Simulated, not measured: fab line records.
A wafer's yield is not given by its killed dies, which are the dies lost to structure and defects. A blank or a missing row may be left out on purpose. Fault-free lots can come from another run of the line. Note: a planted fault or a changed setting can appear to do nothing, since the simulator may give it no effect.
Chamber matching    flow n5_finfet    N5_BEOL_M14_TRENCH_ETCH_34 on rie_diel-04: 4 sister chambers
The step etches SiO2 in C4F8/O2/Ar, target depth 556.65 nm, time 126.9 s. 4 wafers are shown with their chamber, then 7 later ones without.

== WAFERS WITH THEIR CHAMBER ==
wafer   chamber  showerhead_plenum_p_Torr (Torr)
L520.4  1        3.36
L524.4  0        3.38
L527.1  3        3.59
L527.2  2        3.32

== WAFERS WHOSE CHAMBER IS MISSING ==
wafer   showerhead_plenum_p_Torr (Torr)
L527.4  3.35
L535.2  3.58
L535.3  3.37
L535.4  3.31
L537.2  3.34
L537.3  3.31
L537.6  3.36

== WHICH CHAMBER EACH ONE RAN IN ==
wafer   from the rows above           in truth
L527.4  can't be placed: 1 or 0 or 2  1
L535.2  3                             3
L535.3  can't be placed: 0 or 1       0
L535.4  2                             2
L537.2  can't be placed: 1 or 2 or 0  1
L537.3  2                             2
L537.6  can't be placed: 1 or 0       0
3 of 7 placed correctly. Not placeable from these rows: 4 (in 4, the candidates include the true chamber). Placed wrongly: 0.
How it was worked out, from the rows above alone: a wafer's distance from a chamber is the root of the sum, over the readings, of the square of ((its reading less the chamber's mean) divided by the reading's scatter). If the next closest chamber is less than 2 further off than the closest, the wafer can't be placed; otherwise it belongs to the closest. The mean given for a chamber averages the wafers shown for that chamber. The scatter (one wafer shown for each chamber): square how far every hidden wafer sits from the nearest shown wafer, average those squares and take the square root.
